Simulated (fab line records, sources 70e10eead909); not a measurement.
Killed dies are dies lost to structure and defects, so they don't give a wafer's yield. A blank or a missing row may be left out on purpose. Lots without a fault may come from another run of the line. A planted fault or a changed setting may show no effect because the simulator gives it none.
Which tool did it? | flow nand_harc | 24 lots, 72 wafers sampled, at 6 steps of a route of 1159

WHAT THE GAUGES READ, wafer by wafer
The record holds no reading of a measuring or inspecting step that can be judged against a usual standard deviation.

WHICH TOOL RAN EACH LOT (tool, then ch and the chambers of the sampled wafers, then the start)
lot  | NHARC_A_WL_FILL_STRIP_27             | NHARC_A_CONTACT_DEP_24          | NHARC_A_CONTACT_ETCH_49                       | NHARC_A_CONTACT_ETCH_114             | NHARC_A_CONTACT_ETCH_102           | NHARC_A_CONTACT_ETCH_127
L075 | plasma_asher-01 ch 0,1, day 15 06:51 | pecvd-04 ch 0,1,2, day 16 07:40 | rie_diel-01 ch 0,1,2, day 16 12:53 or earlier | har_cap_etch-03 ch 0,1, day 16 12:53 | rie_diel-07 ch 2,3, day 16 14:50   | har_cap_etch-02 ch 0,1, day 16 21:13
L077 | plasma_asher-02 ch 0,1, day 15 12:05 | pecvd-04 ch 0,1, day 16 11:57   | rie_diel-01 ch 0,1,2, day 16 17:56 or earlier | har_cap_etch-03 ch 0,1, day 16 17:56 | rie_diel-01 ch 0,1,2, day 16 19:59 | har_cap_etch-01 ch 0,1, day 17 03:34
L076 | plasma_asher-02 ch 1, day 15 14:54   | pecvd-01 ch 0,1,2, day 16 09:57 | rie_diel-02 ch 1,2,3, day 16 15:16 or earlier | har_cap_etch-02 ch 0,1, day 16 15:16 | rie_diel-07 ch 0,1,3, day 16 17:34 | har_cap_etch-03 ch 0,1, day 17 01:48
L078 | plasma_asher-01 ch 0,1, day 15 15:52 | pecvd-02 ch 0,1,2, day 16 16:58 | rie_diel-01 ch 1,2,3, day 17 01:28 or earlier | har_cap_etch-02 ch 0,1, day 17 01:28 | rie_diel-07 ch 1,2,3, day 17 03:59 | har_cap_etch-02 ch 0,1, day 17 10:30
L074 | plasma_asher-01 ch 0,1, day 15 17:46 | pecvd-01 ch 0,1, day 16 16:45   | rie_diel-02 ch 0,2,3, day 17 00:02 or earlier | har_cap_etch-03 ch 0,1, day 17 00:02 | rie_diel-01 ch 0,1, day 17 02:15   | har_cap_etch-01 ch 0,1, day 17 07:28
L079 | plasma_asher-01 ch 0,1, day 16 00:05 | pecvd-01 ch 0,1,2, day 17 01:57 | rie_diel-01 ch 0,1,3, day 17 07:48 or earlier | har_cap_etch-03 ch 0,1, day 17 07:48 | rie_diel-07 ch 0,2, day 17 09:50   | har_cap_etch-03 ch 1, day 17 15:21
L080 | plasma_asher-02 ch 0,1, day 16 12:15 | pecvd-04 ch 0,1, day 17 13:20   | rie_diel-01 ch 1,2,3, day 17 18:54 or earlier | har_cap_etch-03 ch 0,1, day 17 18:54 | rie_diel-01 ch 0,1,3, day 17 20:49 | har_cap_etch-03 ch 0,1, day 18 02:09
L081 | plasma_asher-02 ch 0,1, day 16 21:20 | pecvd-04 ch 0,1,2, day 17 19:01 | rie_diel-02 ch 0,1,2, day 18 00:39 or earlier | har_cap_etch-02 ch 0,1, day 18 00:39 | rie_diel-01 ch 1,2,3, day 18 03:28 | har_cap_etch-01 ch 0,1, day 18 12:05
L083 | plasma_asher-01 ch 0,1, day 17 07:02 | pecvd-02 ch 1,2, day 18 05:12   | rie_diel-02 ch 0,1,2, day 18 16:09 or earlier | har_cap_etch-01 ch 0,1, day 18 16:09 | rie_diel-07 ch 1,2,3, day 18 18:16 | har_cap_etch-03 ch 0,1, day 18 23:44
L082 | plasma_asher-01 ch 0,1, day 17 09:06 | pecvd-02 ch 1,2, day 18 04:49   | rie_diel-01 ch 1,2, day 18 15:01 or earlier   | har_cap_etch-03 ch 0,1, day 18 15:01 | rie_diel-01 ch 0,1,3, day 18 17:10 | har_cap_etch-01 ch 0,1, day 18 22:11
L084 | plasma_asher-01 ch 0,1, day 17 13:52 | pecvd-02 ch 0,1, day 18 12:56   | rie_diel-01 ch 0,1, day 18 18:41 or earlier   | har_cap_etch-02 ch 0,1, day 18 18:41 | rie_diel-01 ch 0,3, day 18 20:52   | har_cap_etch-02 ch 0,1, day 19 01:46
L087 | plasma_asher-01 ch 0,1, day 17 23:11 | pecvd-02 ch 0,1,2, day 18 20:58 | rie_diel-07 ch 1,2,3, day 19 02:56 or earlier | har_cap_etch-03 ch 0,1, day 19 02:56 | rie_diel-02 ch 0,1,3, day 19 04:52 | har_cap_etch-01 ch 0,1, day 19 09:40
L086 | plasma_asher-02 ch 0,1, day 17 23:38 | pecvd-04 ch 0,2, day 18 20:42   | rie_diel-07 ch 0,1,3, day 19 02:07 or earlier | har_cap_etch-01 ch 0,1, day 19 02:07 | rie_diel-02 ch 0,1,3, day 19 04:02 | har_cap_etch-02 ch 0,1, day 19 08:49
L085 | plasma_asher-02 ch 0,1, day 18 08:03 | pecvd-01 ch 1,2, day 19 09:00   | rie_diel-02 ch 2,3, day 19 15:50 or earlier   | har_cap_etch-03 ch 1, day 19 15:50   | rie_diel-02 ch 2,3, day 19 18:17   | har_cap_etch-02 ch 0,1, day 19 23:23
L088 | plasma_asher-01 ch 0,1, day 18 12:05 | pecvd-04 ch 0,1,2, day 19 10:28 | rie_diel-02 ch 0,1,2, day 19 18:49 or earlier | har_cap_etch-01 ch 0,1, day 19 18:49 | rie_diel-01 ch 1,2,3, day 19 20:44 | har_cap_etch-03 ch 0,1, day 20 03:27
L091 | plasma_asher-02 ch 0,1, day 19 02:52 | pecvd-02 ch 0,1,2, day 20 00:11 | rie_diel-01 ch 0,1,2, day 20 05:37 or earlier | har_cap_etch-01 ch 0,1, day 20 05:37 | rie_diel-01 ch 0,2,3, day 20 07:37 | har_cap_etch-03 ch 0,1, day 20 12:35
L089 | plasma_asher-02 ch 0,1, day 19 03:03 | pecvd-04 ch 1,2, day 20 00:21   | rie_diel-02 ch 0,1,2, day 20 05:59 or earlier | har_cap_etch-02 ch 0,1, day 20 05:59 | rie_diel-07 ch 0,3, day 20 07:53   | har_cap_etch-01 ch 0,1, day 20 13:01
L090 | plasma_asher-01 ch 0,1, day 19 05:48 | pecvd-04 ch 0,2, day 20 05:13   | rie_diel-02 ch 0,1,2, day 20 10:41 or earlier | har_cap_etch-02 ch 0,1, day 20 10:41 | rie_diel-01 ch 0,1,2, day 20 12:41 | har_cap_etch-02 ch 0,1, day 20 18:14
L092 | plasma_asher-01 ch 0,1, day 19 15:50 | pecvd-01 ch 0,1,2, day 20 15:04 | rie_diel-01 ch 0,2,3, day 20 22:23 or earlier | har_cap_etch-02 ch 0, day 20 22:23   | rie_diel-07 ch 0,1,2, day 21 00:20 | har_cap_etch-01 ch 0,1, day 21 05:10
L096 | plasma_asher-02 ch 0,1, day 20 03:23 | pecvd-04 ch 0,2, day 21 00:28   | rie_diel-02 ch 1,2,3, day 21 07:30 or earlier | har_cap_etch-02 ch 0,1, day 21 07:30 | rie_diel-07 ch 0,1,2, day 21 09:25 | har_cap_etch-02 ch 0,1, day 21 15:53
L094 | plasma_asher-01 ch 0,1, day 20 06:44 | pecvd-02 ch 0,2, day 21 04:18   | rie_diel-07 ch 0,1,3, day 21 14:55 or earlier | har_cap_etch-01 ch 0,1, day 21 14:55 | rie_diel-02 ch 0,3, day 21 16:49   | har_cap_etch-02 ch 0,1, day 21 21:45
L095 | plasma_asher-01 ch 0,1, day 20 08:13 | pecvd-01 ch 0,1,2, day 21 08:31 | rie_diel-07 ch 0,2,3, day 21 16:13 or earlier | har_cap_etch-03 ch 0,1, day 21 16:13 | rie_diel-07 ch 0,1,2, day 21 19:04 | har_cap_etch-01 ch 0,1, day 22 01:09
L093 | plasma_asher-02 ch 0,1, day 20 09:17 | pecvd-02 ch 0,1,2, day 21 14:15 | rie_diel-07 ch 2,3, day 21 19:42 or earlier   | har_cap_etch-01 ch 0,1, day 21 19:42 | rie_diel-01 ch 0,1,3, day 21 21:40 | har_cap_etch-03 ch 0,1, day 22 02:49
L097 | plasma_asher-01 ch 0,1, day 20 17:35 | pecvd-02 ch 1,2, day 21 22:19   | rie_diel-01 ch 0,3, day 22 03:57 or earlier   | har_cap_etch-02 ch 0,1, day 22 03:57 | rie_diel-01 ch 0,2,3, day 22 05:57 | har_cap_etch-01 ch 0,1, day 22 11:08
- NHARC_A_WL_FILL_STRIP_27: strips in N2/H2, time 20 s.
- NHARC_A_CONTACT_DEP_24: deposits SiO2, target thk 500 nm.
- NHARC_A_CONTACT_ETCH_49: etches the open film in N2/H2, target depth 260 nm, time 475.3 s.
- NHARC_A_CONTACT_ETCH_114: etches the open film in C4F8/O2/Ar, time 94 s, target depth 922 nm.
- NHARC_A_CONTACT_ETCH_102: etches the open film in CF4/O2, target depth 70 nm, overetch 7 nm, time 38.5 s.
- NHARC_A_CONTACT_ETCH_127: etches the open film in C4F8/O2/Ar, time 155 s, target depth 956 nm.

WHAT THE TOOLS THEMSELVES READ (means of the sampled wafers that have a number; where no wafer has one, the mark that the record gives instead)
NHARC_A_WL_FILL_STRIP_27. Usual: drypump_motor_current_A 5.8 A, standard deviation 0.45; heater_power_w 306 W, standard deviation 27.
lot  | tool            | drypump_motor_current_A (A) | heater_power_w (W) | flag
L075 | plasma_asher-01 | 5.5                         | 296                |
L077 | plasma_asher-02 | 6.0                         | 324                |
L076 | plasma_asher-02 | 6.1                         | 351                |
L078 | plasma_asher-01 | 5.9                         | 286                |
L074 | plasma_asher-01 | 5.5                         | 295                |
L079 | plasma_asher-01 | 5.8                         | 289                |
L080 | plasma_asher-02 | 5.9                         | 319                |
L081 | plasma_asher-02 | 6.0                         | 337                |
L083 | plasma_asher-01 | 5.6                         | 296                |
L082 | plasma_asher-01 | 5.9                         | 287                |
L084 | plasma_asher-01 | 5.9                         | 293                |
L087 | plasma_asher-01 | 5.5                         | 300                |
L086 | plasma_asher-02 | 6.0                         | 337                |
L085 | plasma_asher-02 | 6.0                         | 338                |
L088 | plasma_asher-01 | 5.6                         | 293                |
L091 | plasma_asher-02 | 6.0                         | 335                |
L089 | plasma_asher-02 | 6.0                         | 336                |
L090 | plasma_asher-01 | 5.9                         | 289                |
L092 | plasma_asher-01 | 5.9                         | 291                |
L096 | plasma_asher-02 | 6.0                         | 337                |
L094 | plasma_asher-01 | 5.5                         | 294                |
L095 | plasma_asher-01 | 5.9                         | 294                |
L093 | plasma_asher-02 | 5.9                         | 320                |
L097 | plasma_asher-01 | 5.9                         | 291                |

NHARC_A_CONTACT_DEP_24. Usual: heater_power_w 589 W, standard deviation 84; throttle_valve_pct 15.9 %, standard deviation 0.66.
lot  | tool     | heater_power_w (W) | throttle_valve_pct (%) | flag
L075 | pecvd-04 | 558                | 15.6                   |
L077 | pecvd-04 | 589                | 15.2                   |
L076 | pecvd-01 | 668                | 16.5                   |
L078 | pecvd-02 | 561                | 15.9                   |
L074 | pecvd-01 | 577                | 16.5                   |
L079 | pecvd-01 | 612                | 16.4                   |
L080 | pecvd-04 | 583                | 15.2                   |
L081 | pecvd-04 | 614                | 15.4                   |
L083 | pecvd-02 | 494                | 15.7                   |
L082 | pecvd-02 | 566                | 15.8                   |
L084 | pecvd-02 | 622                | 16.4                   |
L087 | pecvd-02 | 550                | 16.0                   |
L086 | pecvd-04 | 630                | 14.9                   |
L085 | pecvd-01 | 701                | 15.8                   |
L088 | pecvd-04 | 594                | 15.5                   |
L091 | pecvd-02 | 540                | 16.1                   |
L089 | pecvd-04 | 606                | 15.9                   |
L090 | pecvd-04 | 569                | 15.1                   |
L092 | pecvd-01 | 623                | 16.2                   |
L096 | pecvd-04 | 568                | 14.9                   |
L094 | pecvd-02 | 522                | 16.0                   |
L095 | pecvd-01 | 681                | 16.0                   |
L093 | pecvd-02 | 536                | 16.0                   |
L097 | pecvd-02 | 495                | 15.9                   |

NHARC_A_CONTACT_ETCH_49. Usual: chamber_pressure_mTorr 30.000 mTorr, standard deviation 0.025; drypump_motor_current_A 5.72 A, standard deviation 0.29; oes_product_au 1.000 a.u., standard deviation 0.0073; rf_vpp_V 430.8 V, standard deviation 2.9; showerhead_plenum_p_Torr 2.05 Torr, standard deviation 0.098; throttle_valve_pct 14.170 %, standard deviation 0.01.
lot  | tool        | chamber_pressure_mTorr (mTorr) | drypump_motor_current_A (A) | oes_product_au (a.u.) | rf_vpp_V (V) | showerhead_plenum_p_Torr (Torr) | throttle_valve_pct (%) | flag
L075 | rie_diel-01 | 29.993                         | 5.91                        | 0.997                 | 433.0        | 2.12                            | 14.168                 |
L077 | rie_diel-01 | 30.000                         | 5.95                        | 0.988                 | 432.8        | 2.12                            | 14.168                 |
L076 | rie_diel-02 | 30.031                         | 5.59                        | 0.996                 | 430.4        | 2.07                            | 14.170                 |
L078 | rie_diel-01 | 29.980                         | 5.78                        | 0.998                 | 430.5        | 2.05                            | 14.177                 |
L074 | rie_diel-02 | 29.991                         | 5.70                        | 1.003                 | 431.7        | 2.08                            | 14.166                 |
L079 | rie_diel-01 | 30.016                         | 5.93                        | 1.004                 | 429.3        | 2.03                            | 14.173                 |
L080 | rie_diel-01 | 29.995                         | 5.77                        | 0.994                 | 431.2        | 2.05                            | 14.171                 |
L081 | rie_diel-02 | 29.985                         | 5.49                        | 1.003                 | 430.3        | 2.02                            | 14.160                 |
L083 | rie_diel-02 | 30.007                         | 5.51                        | 1.001                 | 429.5        | 2.01                            | 14.176                 |
L082 | rie_diel-01 | 30.013                         | 5.73                        | 0.999                 | 432.7        | 2.13                            | 14.169                 |
L084 | rie_diel-01 | 29.991                         | 5.96                        | 1.011                 | 432.4        | 2.11                            | 14.177                 |
L087 | rie_diel-07 | 30.019                         | 5.55                        | 1.006                 | 431.5        | 2.05                            | 14.168                 |
L086 | rie_diel-07 | 29.974                         | 5.60                        | 1.004                 | 431.3        | 2.06                            | 14.165                 |
L085 | rie_diel-02 | 30.007                         | 5.49                        | 0.989                 | 432.3        | 2.15                            | 14.172                 |
L088 | rie_diel-02 | 30.002                         | 5.50                        | 0.999                 | 429.9        | 2.01                            | 14.164                 |
L091 | rie_diel-01 | 30.018                         | 5.92                        | 0.994                 | 432.2        | 2.11                            | 14.169                 |
L089 | rie_diel-02 | 30.003                         | 5.52                        | 1.000                 | 430.4        | 2.01                            | 14.175                 |
L090 | rie_diel-02 | 30.014                         | 5.49                        | 1.006                 | 429.4        | 2.01                            | 14.173                 |
L092 | rie_diel-01 | 29.998                         | 5.84                        | 0.995                 | 429.6        | 2.02                            | 14.174                 |
L096 | rie_diel-02 | 29.977                         | 5.59                        | 1.005                 | 430.7        | 2.06                            | 14.180                 |
L094 | rie_diel-07 | 29.996                         | 5.59                        | 0.998                 | 430.6        | 2.05                            | 14.167                 |
L095 | rie_diel-07 | 29.992                         | 5.60                        | 1.000                 | 431.0        | 2.06                            | 14.172                 |
L093 | rie_diel-07 | 30.003                         | 5.50                        | 0.999                 | 430.0        | 2.04                            | 14.180                 |
L097 | rie_diel-01 | 29.983                         | 5.86                        | 0.998                 | 434.2        | 2.17                            | 14.175                 |

NHARC_A_CONTACT_ETCH_114. Usual: chamber_pressure_mTorr 20.000 mTorr, standard deviation 0.019.
lot  | tool            | chamber_pressure_mTorr (mTorr) | flag
L075 | har_cap_etch-03 | 19.996                         |
L077 | har_cap_etch-03 | 20.000                         |
L076 | har_cap_etch-02 | 20.007                         |
L078 | har_cap_etch-02 | 19.998                         |
L074 | har_cap_etch-03 | 20.007                         |
L079 | har_cap_etch-03 | 19.999                         |
L080 | har_cap_etch-03 | 20.005                         |
L081 | har_cap_etch-02 | 20.010                         |
L083 | har_cap_etch-01 | 19.993                         |
L082 | har_cap_etch-03 | 20.020                         |
L084 | har_cap_etch-02 | 20.013                         |
L087 | har_cap_etch-03 | 19.983                         |
L086 | har_cap_etch-01 | 20.008                         |
L085 | har_cap_etch-03 | 20.000                         |
L088 | har_cap_etch-01 | 19.997                         |
L091 | har_cap_etch-01 | 20.008                         |
L089 | har_cap_etch-02 | 19.989                         |
L090 | har_cap_etch-02 | 19.995                         |
L092 | har_cap_etch-02 | 19.986                         |
L096 | har_cap_etch-02 | 19.996                         |
L094 | har_cap_etch-01 | 19.982                         |
L095 | har_cap_etch-03 | 19.994                         |
L093 | har_cap_etch-01 | 19.998                         |
L097 | har_cap_etch-02 | 19.999                         |

NHARC_A_CONTACT_ETCH_102. Usual: chamber_pressure_mTorr 30.001 mTorr, standard deviation 0.028; drypump_motor_current_A 5.74 A, standard deviation 0.25; oes_product_au 1.000 a.u., standard deviation 0.0075; rf_vpp_V 198.0 V, standard deviation 1.3; showerhead_plenum_p_Torr 1.35 Torr, standard deviation 0.051; throttle_valve_pct 13.397 %, standard deviation 0.0096.
lot  | tool        | chamber_pressure_mTorr (mTorr) | drypump_motor_current_A (A) | oes_product_au (a.u.) | rf_vpp_V (V) | showerhead_plenum_p_Torr (Torr) | throttle_valve_pct (%) | flag
L075 | rie_diel-07 | 29.977                         | 5.56                        | 0.995                 | 198.2        | 1.36                            | 13.394                 |
L077 | rie_diel-01 | 29.958                         | 5.93                        | 1.004                 | 198.4        | 1.38                            | 13.393                 |
L076 | rie_diel-07 | 30.011                         | 5.57                        | 1.002                 | 198.4        | 1.35                            | 13.394                 |
L078 | rie_diel-07 | 30.006                         | 5.56                        | 1.001                 | 197.4        | 1.34                            | 13.393                 |
L074 | rie_diel-01 | 29.991                         | 5.99                        | 1.006                 | 198.5        | 1.38                            | 13.393                 |
L079 | rie_diel-07 | 30.013                         | 5.65                        | 1.000                 | 198.5        | 1.37                            | 13.413                 |
L080 | rie_diel-01 | 30.017                         | 5.89                        | 1.007                 | 197.2        | 1.33                            | 13.390                 |
L081 | rie_diel-01 | 29.996                         | 5.74                        | 0.992                 | 197.8        | 1.34                            | 13.400                 |
L083 | rie_diel-07 | 29.988                         | 5.58                        | 0.992                 | 198.9        | 1.34                            | 13.395                 |
L082 | rie_diel-01 | 29.984                         | 5.91                        | 1.003                 | 198.5        | 1.33                            | 13.397                 |
L084 | rie_diel-01 | 29.992                         | 5.83                        | 1.005                 | 196.6        | 1.27                            | 13.400                 |
L087 | rie_diel-02 | 30.038                         | 5.79                        | 1.007                 | 196.7        | 1.30                            | 13.396                 |
L086 | rie_diel-02 | 29.999                         | 5.79                        | 0.993                 | 197.2        | 1.30                            | 13.400                 |
L085 | rie_diel-02 | 30.038                         | 5.78                        | 0.996                 | 198.0        | 1.38                            | 13.393                 |
L088 | rie_diel-01 | 29.985                         | 5.76                        | 1.001                 | 196.4        | 1.34                            | 13.399                 |
L091 | rie_diel-01 | 30.001                         | 5.84                        | 1.002                 | 197.9        | 1.33                            | 13.402                 |
L089 | rie_diel-07 | 30.014                         | 5.51                        | 1.003                 | 198.0        | 1.34                            | 13.400                 |
L090 | rie_diel-01 | 30.007                         | 5.93                        | 1.003                 | 198.0        | 1.38                            | 13.405                 |
L092 | rie_diel-07 | 29.992                         | 5.64                        | 0.996                 | 198.7        | 1.35                            | 13.395                 |
L096 | rie_diel-07 | 30.003                         | 5.63                        | 0.996                 | 198.7        | 1.35                            | 13.394                 |
L094 | rie_diel-02 | 29.990                         | 6.02                        | 1.005                 | 198.2        | 1.33                            | 13.409                 |
L095 | rie_diel-07 | 30.010                         | 5.65                        | 0.998                 | 198.4        | 1.35                            | 13.386                 |
L093 | rie_diel-01 | 30.003                         | 5.91                        | 0.997                 | 198.9        | 1.40                            | 13.388                 |
L097 | rie_diel-01 | 29.990                         | 5.85                        | 0.994                 | 199.3        | 1.39                            | 13.397                 |

NHARC_A_CONTACT_ETCH_127. Usual: chamber_pressure_mTorr 19.999 mTorr, standard deviation 0.016.
lot  | tool            | chamber_pressure_mTorr (mTorr) | flag
L075 | har_cap_etch-02 | 19.993                         |
L077 | har_cap_etch-01 | 20.004                         |
L076 | har_cap_etch-03 | 19.994                         |
L078 | har_cap_etch-02 | 19.990                         |
L074 | har_cap_etch-01 | 20.003                         |
L079 | har_cap_etch-03 | 20.007                         |
L080 | har_cap_etch-03 | 20.001                         |
L081 | har_cap_etch-01 | 20.002                         |
L083 | har_cap_etch-03 | 19.997                         |
L082 | har_cap_etch-01 | 19.992                         |
L084 | har_cap_etch-02 | 20.003                         |
L087 | har_cap_etch-01 | 19.992                         |
L086 | har_cap_etch-02 | 19.999                         |
L085 | har_cap_etch-02 | 20.017                         |
L088 | har_cap_etch-03 | 20.003                         |
L091 | har_cap_etch-03 | 19.988                         |
L089 | har_cap_etch-01 | 20.002                         |
L090 | har_cap_etch-02 | 20.000                         |
L092 | har_cap_etch-01 | 19.994                         |
L096 | har_cap_etch-02 | 19.995                         |
L094 | har_cap_etch-02 | 19.988                         |
L095 | har_cap_etch-01 | 19.990                         |
L093 | har_cap_etch-03 | 19.992                         |
L097 | har_cap_etch-01 | 19.997                         |

THE ANSWER, worked out from the rows above alone
Rule: a lot is off if the mean of its wafers that have a number lies more than 3 standard deviations from the usual mean. A lot without any number at a reading at which 4 lots or more have one is off too. The other lots that the step has rows for count as sound. The gauges are gone through in route order, then the tools' own readings, and for those a lot's mean is taken as printed above. The first step at which some lot is off is used, and at that step the reading that is off furthest; a lot without a number counts as furthest.
No lot is off at any reading shown: from this, nothing can be told.

WHAT THE SIMULATOR HAD PUT IN
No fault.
